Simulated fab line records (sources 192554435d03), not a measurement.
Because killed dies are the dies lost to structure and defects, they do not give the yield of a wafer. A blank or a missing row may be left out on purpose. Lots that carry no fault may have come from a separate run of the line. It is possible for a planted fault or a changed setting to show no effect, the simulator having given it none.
Matching of chambers :: flow n5_finfet :: N5_BEOL_M0_SAQP_PECVD_97 on pecvd-03 has 3 sister chambers
The step deposits SiNx from SiH4/NH3/N2, target thk 23 nm, time 19.9 s. 22 wafers are shown with their chamber, then 11 later ones without.

## WAFERS PAIRED WITH THEIR CHAMBERS
wafer: L074.4
chamber: 1
showerhead_plenum_p_Torr (Torr): 5.08
throttle_valve_pct (%): 39.9
heater_power_w (W): 608

wafer: L074.5
chamber: 0
showerhead_plenum_p_Torr (Torr): 5.24
throttle_valve_pct (%): 39.0
heater_power_w (W): 502

wafer: L074.6
chamber: 2
showerhead_plenum_p_Torr (Torr): 5.12
throttle_valve_pct (%): 37.5
heater_power_w (W): 493

wafer: L076.2
chamber: 0
showerhead_plenum_p_Torr (Torr): 5.23
throttle_valve_pct (%): 39.0
heater_power_w (W): 586

wafer: L076.4
chamber: 2
showerhead_plenum_p_Torr (Torr): 5.10
throttle_valve_pct (%): 37.8
heater_power_w (W): 521

wafer: L076.6
chamber: 1
showerhead_plenum_p_Torr (Torr): 5.08
throttle_valve_pct (%): 40.0
heater_power_w (W): 544

wafer: L077.3
chamber: 2
showerhead_plenum_p_Torr (Torr): 5.10
throttle_valve_pct (%): 37.7
heater_power_w (W): 446

wafer: L077.4
chamber: 1
showerhead_plenum_p_Torr (Torr): 5.10
throttle_valve_pct (%): 39.6
heater_power_w (W): 538

wafer: L077.5
chamber: 0
showerhead_plenum_p_Torr (Torr): 5.23
throttle_valve_pct (%): 39.4
heater_power_w (W): 587

wafer: L080.1
chamber: 1
showerhead_plenum_p_Torr (Torr): 5.08
throttle_valve_pct (%): 39.6
heater_power_w (W): 545

wafer: L080.3
chamber: 2
showerhead_plenum_p_Torr (Torr): 5.11
throttle_valve_pct (%): 37.9
heater_power_w (W): 506

wafer: L080.4
chamber: 0
showerhead_plenum_p_Torr (Torr): 5.24
throttle_valve_pct (%): 39.1
heater_power_w (W): 599

wafer: L083.2
chamber: 0
showerhead_plenum_p_Torr (Torr): 5.24
throttle_valve_pct (%): 39.1
heater_power_w (W): 593

wafer: L083.4
chamber: 0
showerhead_plenum_p_Torr (Torr): 5.24
throttle_valve_pct (%): 39.3
heater_power_w (W): 597

wafer: L083.5
chamber: 2
showerhead_plenum_p_Torr (Torr): 5.11
throttle_valve_pct (%): 37.8
heater_power_w (W): 438

wafer: L084.2
chamber: 0
showerhead_plenum_p_Torr (Torr): 5.22
throttle_valve_pct (%): 39.0
heater_power_w (W): 533

wafer: L084.4
chamber: 1
showerhead_plenum_p_Torr (Torr): 5.08
throttle_valve_pct (%): 39.5
heater_power_w (W): 526

wafer: L084.5
chamber: 2
showerhead_plenum_p_Torr (Torr): 5.11
throttle_valve_pct (%): 37.8
heater_power_w (W): 475

wafer: L085.2
chamber: 1
showerhead_plenum_p_Torr (Torr): 5.08
throttle_valve_pct (%): 39.6
heater_power_w (W): 549

wafer: L085.4
chamber: 0
showerhead_plenum_p_Torr (Torr): 5.23
throttle_valve_pct (%): 39.2
heater_power_w (W): 558

wafer: L085.6
chamber: 1
showerhead_plenum_p_Torr (Torr): 5.07
throttle_valve_pct (%): 39.7
heater_power_w (W): 559

wafer: L089.1
chamber: 1
showerhead_plenum_p_Torr (Torr): 5.10
throttle_valve_pct (%): 39.9
heater_power_w (W): 605

SIGNATURES, as means of the wafers listed above
reading: showerhead_plenum_p_Torr
chamber 0: 5.2338
chamber 1: 5.0838
chamber 2: 5.1083
scatter within a chamber: 0.00876

reading: throttle_valve_pct
chamber 0: 39.138
chamber 1: 39.725
chamber 2: 37.750
scatter within a chamber: 0.16

reading: heater_power_w
chamber 0: 569.38
chamber 1: 559.25
chamber 2: 479.83
scatter within a chamber: 33.1
Rule: for each reading, subtract the chamber's mean from the wafer's reading, divide by that reading's scatter and square the result; add these up over the readings and take the root, which gives the wafer's distance from the chamber. The wafer belongs to the nearest chamber; if the next one is less than 2 further off, it can't be placed. The scatter: the root of (the sum of the squares of (reading less its chamber's mean) over the shown wafers, divided by (wafers less chambers)).

## WAFERS WITH NO CHAMBER GIVEN
wafer: L089.3
showerhead_plenum_p_Torr (Torr): 5.11
throttle_valve_pct (%): 38.2
heater_power_w (W): 463

wafer: L089.5
showerhead_plenum_p_Torr (Torr): 5.10
throttle_valve_pct (%): 39.8
heater_power_w (W): 494

wafer: L090.2
showerhead_plenum_p_Torr (Torr): 5.10
throttle_valve_pct (%): 38.2
heater_power_w (W): 521

wafer: L090.3
showerhead_plenum_p_Torr (Torr): 5.09
throttle_valve_pct (%): 39.7
heater_power_w (W): 610

wafer: L090.4
showerhead_plenum_p_Torr (Torr): 5.23
throttle_valve_pct (%): 38.8
heater_power_w (W): 565

wafer: L092.1
showerhead_plenum_p_Torr (Torr): 5.09
throttle_valve_pct (%): 39.7
heater_power_w (W): 545

wafer: L092.3
showerhead_plenum_p_Torr (Torr): 5.10
throttle_valve_pct (%): 38.1
heater_power_w (W): 520

wafer: L092.6
showerhead_plenum_p_Torr (Torr): 5.24
throttle_valve_pct (%): 39.1
heater_power_w (W): 518

wafer: L095.3
showerhead_plenum_p_Torr (Torr): 5.08
throttle_valve_pct (%): 39.6
heater_power_w (W): 593

wafer: L095.5
showerhead_plenum_p_Torr (Torr): 5.09
throttle_valve_pct (%): 39.8
heater_power_w (W): 611

wafer: L095.6
showerhead_plenum_p_Torr (Torr): 5.12
throttle_valve_pct (%): 38.1
heater_power_w (W): 444

## CHAMBER TAKEN BY EACH
wafer: L089.3
from the rows above: 2
in truth: 2

wafer: L089.5
from the rows above: 1
in truth: 1

wafer: L090.2
from the rows above: 2
in truth: 2

wafer: L090.3
from the rows above: 1
in truth: 1

wafer: L090.4
from the rows above: 0
in truth: 0

wafer: L092.1
from the rows above: 1
in truth: 1

wafer: L092.3
from the rows above: 2
in truth: 2

wafer: L092.6
from the rows above: 0
in truth: 0

wafer: L095.3
from the rows above: 1
in truth: 1

wafer: L095.5
from the rows above: 1
in truth: 1

wafer: L095.6
from the rows above: 2
in truth: 2
Placed correctly: 11 of 11. Number that these rows cannot place: 0. Number placed wrongly: 0.
